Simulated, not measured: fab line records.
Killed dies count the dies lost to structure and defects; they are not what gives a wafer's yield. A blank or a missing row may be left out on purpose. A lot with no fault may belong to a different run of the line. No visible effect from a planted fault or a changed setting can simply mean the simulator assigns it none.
fab line records    flow n5Finfet    part 2 of 2: steps 25 to 34 of 34
[record] lots = 5  wafers = 15  lastDay = 16
route steps=1938 shown TV_LITHO@1884 TV_OPEN@1887 PAD_METAL@1893 PASSIVATION@1897
lots that met no fault: taken from a fault-free run of the same line
startH: hours from the record's opening day to when the first of the lot's shown wafers began    waitH: hours elapsed since this lot's preceding step    " the same as in the row above    L1.1+2: a single row standing in for several wafers    - no value present, or no start provided    * or withheld: withheld    < > ~ a bound
route shown NAME@n: names a module that has steps shown in the file, with the first one's number in the route    usual: mean and standard deviation over wafers with no fault    same: alike in all rows    chamber/n: place in a boat    sites: each site's reading    _std_site: the standard deviation of these    _edge_site: inner sites' mean taken away from outer sites' mean    radiusMm: for every site, how far away it sits from the centre of the wafer    mask NAME#n: copy n    behind: the tool/chamber that last shaped the wafer    hold: cause of the lot's hold/its duration in hours/its outcome    device: names the non-switching transistor (n, p or np)    end of line: the tests these same wafers got at the end of their route    where a step has no rows: the recipe by itself    killed: dies lost to structure and defects at the first sort, not the wafer's yield    map: shows each die of a wafer: x if killed, . if not, _ if none is there
set.NAME: the run value of the setting; set.NAME@STEP: its run value at that earlier step    model.NAME: the simulator's own value behind a step, which no gauge read
lots at selected steps of the route; one table per step, one row per wafer
services: the hour from which a tool's chamber was out of use, counted from the record's first day as startH (under 0 if before that day), plus the number of hours and why
[[steps]]
[step N5_PASSIVATION_DESCUM_32]
[recipe] chemistry = O2  timeS = 7.9  sourcePowerW = 50  biasPowerW = 20  pressureMtorr = 20  rfFrequencyHz = 2.712e+07  tempC = 40  o2FlowSccm = 225
[usual] drypumpMotorCurrentA = 5.7/0.32  oesProductAu = 0.81/0.079  rfVppV = 243.5/1.1  showerheadPlenumPTorr = 2.11/0.053  throttleValvePct = 20.43/0.28
lot.wafer  tool        chamber  startH  waitH  drypumpMotorCurrentA  oesProductAu  rfHoursCounterH  rfVppV  showerheadPlenumPTorr  throttleValvePct
L076.1     rieDiel-06  3        271.16  0.0    6.0                   0.78          134              244.1   2.10                   20.28
L076.2     "           1        "       "      5.9                   0.96          13               244.1   2.12                   20.14
L076.5     "           3        "       "      6.0                   0.79          -                242.9   2.09                   20.28
L084.1     rieDiel-06  1        332.15  0.1    5.9                   0.89          35               245.0   2.11                   20.18
L084.2     "           2        "       "      5.7                   0.76          142              242.3   2.08                   20.57
L084.6     "           2        "       "      5.6                   0.77          -                243.1   2.08                   20.57
L089.1     rieDiel-01  3        368.29  0.0    5.5                   0.77          140              242.5   2.10                   20.72
L089.3     "           0        "       "      5.1                   0.77          106              243.0   2.12                   20.48
L089.5     "           0        "       "      5.1                   0.78          -                243.7   2.12                   20.49
L091.3     rieDiel-01  3        369.01  0.3    5.5                   0.76          140              242.1   2.10                   20.73
L091.4     "           1        "       "      5.6                   0.95          -                242.7   2.15                   20.60
L091.5     "           3        "       "      5.5                   0.77          -                243.0   2.10                   20.73
L094.3     rieDiel-06  1        389.39  0.0    5.9                   0.88          56               243.9   2.10                   20.21
L094.5     "           3        "       "      6.0                   0.76          -                242.0   2.08                   20.35
L094.6     "           0        "       "      5.6                   0.76          -                241.1   1.99                   19.91
[step N5_PASSIVATION_AL_ETCH_33]
[recipe] chemistry = Cl2/BCl3  targetDepthA = 28000  overEtchFrac = 0.15  Cl2_flow_sccm = 180  bcl3FlowSccm = 60  target = Al  stopOn = TaN  timeS = 466.7  ionEnergyEv = 100  pressureMtorr = 10  icpW = 900  biasW = 100
[usual] drypumpMotorCurrentA = 5.6/0.34  oesProductAu = 0.74/0.038  throttleValvePct = 34.55/0.29
lot.wafer  tool         chamber  startH  waitH  drypumpMotorCurrentA  oesProductAu  rfHoursCounterH  throttleValvePct
L076.1     rieMetal-03  1        271.35  0.2    5.5                   0.77          20               34.99
L076.2     "            0        "       "      5.2                   0.80          7                34.18
L076.5     "            1        "       "      5.5                   0.76          -                34.99
L084.1     rieMetal-01  1        332.24  0.1    5.6                   0.75          20               34.82
L084.2     "            0        "       "      6.2                   0.73          27               34.56
L084.6     "            1        "       "      5.5                   0.74          -                34.83
L089.1     rieMetal-03  1        368.38  0.1    5.5                   0.75          29               35.00
L089.3     "            0        "       "      5.2                   0.76          -                34.21
L089.5     "            0        "       "      5.2                   0.76          -                34.21
L091.3     rieMetal-01  0        369.23  0.2    6.2                   0.73          -                34.49
L091.4     "            1        "       "      5.5                   0.74          -                34.78
L091.5     "            1        "       "      5.6                   0.75          -                34.75
L094.3     rieMetal-03  0        389.61  0.2    5.2                   0.73          -                34.22
L094.5     "            1        "       "      5.6                   0.73          -                35.01
L094.6     "            0        "       "      5.2                   0.74          -                34.22
[step N5_PASSIVATION_ETCH_59]
[recipe] chemistry = Cl2/BCl3  target = TaN  targetDepthA = 650  timeS = 34.9  ionEnergyEv = 100  pressureMtorr = 10  icpW = 900  biasW = 100  Cl2_flow_sccm = 60  bcl3FlowSccm = 30
[usual] drypumpMotorCurrentA = 5.6/0.34  oesProductAu = 0.83/0.038  throttleValvePct = 21.22/0.18
lot.wafer  tool         chamber  startH  waitH  drypumpMotorCurrentA  oesProductAu  rfHoursCounterH  throttleValvePct
L076.1     rieMetal-03  1        271.75  0.3    5.6                   0.86          21               21.52
L076.2     "            0        "       "      5.2                   0.89          8                21.09
L076.5     "            1        "       "      5.5                   0.86          -                21.51
L084.1     rieMetal-01  1        332.64  0.3    5.6                   0.86          20               21.33
L084.2     "            0        "       "      6.2                   0.79          27               21.09
L084.6     "            1        "       "      5.6                   0.85          -                21.33
L089.1     rieMetal-03  1        368.78  0.3    5.5                   0.83          30               21.53
L089.3     "            0        "       "      5.2                   0.84          -                21.10
L089.5     "            0        "       "      5.2                   0.85          -                21.10
L091.3     rieMetal-01  0        369.53  0.2    6.2                   0.79          -                21.10
L091.4     "            1        "       "      5.6                   0.84          -                21.36
L091.5     "            1        "       "      5.5                   0.83          -                21.36
L094.3     rieMetal-03  0        389.91  0.2    5.2                   0.82          -                21.11
L094.5     "            1        "       "      5.5                   0.83          -                21.56
L094.6     "            0        "       "      5.2                   0.83          -                21.14
[step N5_PASSIVATION_STRIP_34]
[recipe] chemistry = O2  powerW = 600  tempC = 60  pressureMtorr = 30  rfFrequencyHz = 6e+07  biasPowerW = 0  overashFraction = 2  o2FlowSccm = 225
[usual] drypumpMotorCurrentA = 5.7/0.31  oesProductAu = 0.80/0.075  rfVppV = 3.7/1.5  showerheadPlenumPTorr = 2.10/0.059  throttleValvePct = 16.59/0.29
lot.wafer  tool        chamber  startH  waitH  drypumpMotorCurrentA  oesProductAu  rfHoursCounterH  rfVppV  showerheadPlenumPTorr  throttleValvePct
L076.1     rieDiel-01  2        271.87  0.1    5.8                   0.89          21               5.0     2.22                   16.67
L076.2     "           1        "       "      5.5                   0.72          231              0.9     2.17                   17.18
L076.5     "           1        "       "      5.6                   0.73          -                2.9     2.17                   17.12
L084.1     rieDiel-01  3        332.75  0.1    5.5                   0.77          124              2.2     2.11                   16.93
L084.2     "           2        "       "      5.9                   0.87          45               4.3     2.21                   16.75
L084.6     "           0        "       "      5.1                   0.78          -                2.8     2.13                   16.70
L089.1     rieDiel-04  0        369.00  0.2    6.2                   0.80          110              4.7     2.12                   16.51
L089.3     "           3        "       "      6.2                   0.73          151              4.0     2.01                   16.60
L089.5     "           2        "       "      5.5                   0.97          -                5.7     2.11                   15.87
L091.3     rieDiel-04  1        369.61  0.1    5.4                   0.90          17               4.0     2.07                   16.33
L091.4     "           3        "       "      6.1                   0.72          151              2.3     2.01                   16.59
L091.5     "           2        "       "      5.5                   0.97          -                3.9     2.11                   15.88
L094.3     rieDiel-06  3        389.99  0.1    6.0                   0.75          173              3.2     2.09                   16.55
L094.5     "           1        "       "      5.9                   0.89          -                4.2     2.10                   16.45
L094.6     "           0        "       "      5.5                   0.74          -                6.7     1.99                   16.22
[step N5_PASSIVATION_STRIP_51]
[recipe] chemistry = postEtchResidueRemover  timeS = 1200  tempC = 72.5
lot.wafer   tool         chamber  startH  waitH
L076.1+2+5  wetBench-06  2,7,6    271.94  -
L084.1+2+6  wetBench-04  7,6,0    332.82  -
L089.1+3+5  wetBench-06  5,4,7    369.06  -
L091.3+4+5  wetBench-06  7,4,0    369.68  -
L094.3+5+6  wetBench-03  0,1,6    390.06  -
[step N5_PASSIVATION_CLEAN_69]
[recipe] chemistry = IPA  timeS = 180  tempC = 25
lot.wafer   tool         chamber  startH  waitH
L076.1+2+5  wetBench-06  2,7,6    272.27  0.0
L084.1+2+6  wetBench-04  7,6,0    333.15  0.0
L089.1+3+5  wetBench-06  5,4,7    369.40  0.0
L091.3+4+5  wetBench-06  7,4,0    370.01  0.0
L094.3+5+6  wetBench-03  0,1,6    390.40  0.0
[step N5_PASSIVATION_SRD_70]
[recipe] dry = ipaMarangoni  timeS = 30  tempC = 23  rinseLiquid = diw
lot.wafer   tool         chamber  startH  waitH
L076.1+2+5  wetBench-06  2,7,6    272.32  0.0
L084.1+2+6  wetBench-04  7,6,0    333.21  0.0
L089.1+3+5  wetBench-06  5,4,7    369.45  0.0
L091.3+4+5  wetBench-06  7,4,0    370.07  0.0
L094.3+5+6  wetBench-03  0,1,6    390.45  0.0
[step N5_PASSIVATION_PECVD_53]
[recipe] material = SiO2  targetThkA = 8000  tempC = 400  precursor = TEOS/O2  pressureTorr = 6.5  rfW = withheld  teosFlowSccm = withheld  gas = O2  flowSccm = 2650  timeS = 169.4
lot.wafer   tool      chamber  startH  waitH
L076.1+2+5  pecvd-03  2,0,0    272.37  0.0
L084.1+2+6  pecvd-03  2,0,0    333.25  0.0
L089.1+3+5  pecvd-03  2,1,0    369.50  0.0
L091.3+4+5  pecvd-03  0,1,0    370.12  0.0
L094.3+5+6  pecvd-03  0,0,1    390.50  0.0
[step N5_PASSIVATION_PECVD_35]
[recipe] material = SiNx  targetThkA = 7000  tempC = 400  precursor = SiH4/NH3/N2  pressureTorr = 4.9  rfW = 1406  timeS = 151.3
[usual] heaterPowerW = 416/110  showerheadPlenumPTorr = 8.72/0.056  throttleValvePct = 29.0/1.6
lot.wafer  tool      chamber  startH  waitH  heaterPowerW  showerheadPlenumPTorr  throttleValvePct
L076.1     pecvd-03  2        272.48  0.1    289           8.71                   27.2
L076.2     "         0        "       "      453           8.72                   27.0
L076.5     "         0        "       "      303           8.75                   27.2
L084.1     pecvd-03  2        333.36  0.1    302           8.72                   27.4
L084.2     "         0        "       "      419           8.76                   27.1
L084.6     "         0        "       "      459           8.74                   27.4
L089.1     pecvd-03  2        369.61  0.1    288           8.71                   27.6
L089.3     "         1        "       "      552           8.83                   29.8
L089.5     "         0        "       "      297           8.74                   27.3
L091.3     pecvd-03  0        370.23  0.1    430           8.71                   27.4
L091.4     "         1        "       "      422           8.80                   29.7
L091.5     "         0        "       "      449           8.74                   27.6
L094.3     pecvd-03  0        390.61  0.1    307           8.75                   27.3
L094.5     "         0        "       "      359           8.74                   27.3
L094.6     "         1        "       "      416           8.81                   29.7
[step N5_PASSIVATION_HMDS_37]
[recipe] timeS = 60  tempC = 120
lot.wafer   tool           chamber  startH  waitH
L076.1+2+5  lithoTrack-01  0        272.62  0.1
L084.1+2+6  lithoTrack-01  0        333.50  0.1
L089.1+3+5  lithoTrack-04  0        369.74  0.1
L091.3+4+5  lithoTrack-01  0        370.37  0.1
L094.3+5+6  lithoTrack-01  0        390.74  0.1
[[services]]
tool           chamber  startH  hours  kind
krfScanner-02  -        248.43  1.3    repair
rieDiel-02     -        249.58  2.8    pm
rieMetal-01    1        257.34  21.6   repair
rieMetal-03    1        268.52  2.2    repair
rieMetal-01    0        268.57  3.3    repair
rieDiel-04     0        276.72  15.8   repair
krfScanner-01  -        281.08  1.1    repair
krfScanner-01  -        289.29  1.4    repair
rieDiel-04     3        290.02  5.1    repair
wetBench-01    -        292.02  1.6    repair
rieDiel-04     2        293.54  9.1    repair
krfScanner-02  -        306.25  1.0    pm
krfScanner-02  -        311.51  1.3    pm
krfScanner-01  -        321.44  1.3    pm
rieDiel-04     3        327.77  1.6    repair
krfScanner-02  -        339.54  0.9    repair
krfScanner-02  -        344.31  0.3    repair
pvdSputter-01  -        346.24  2.4    repair
rieDiel-05     2        348.81  20.3   repair
krfScanner-02  -        362.31  0.8    repair
rieDiel-01     2        366.86  2.7    repair
lithoTrack-03  -        368.95  -      consumableReplace:filter
krfScanner-01  -        369.21  0.8    pm
krfScanner-01  -        378.77  1.0    pm
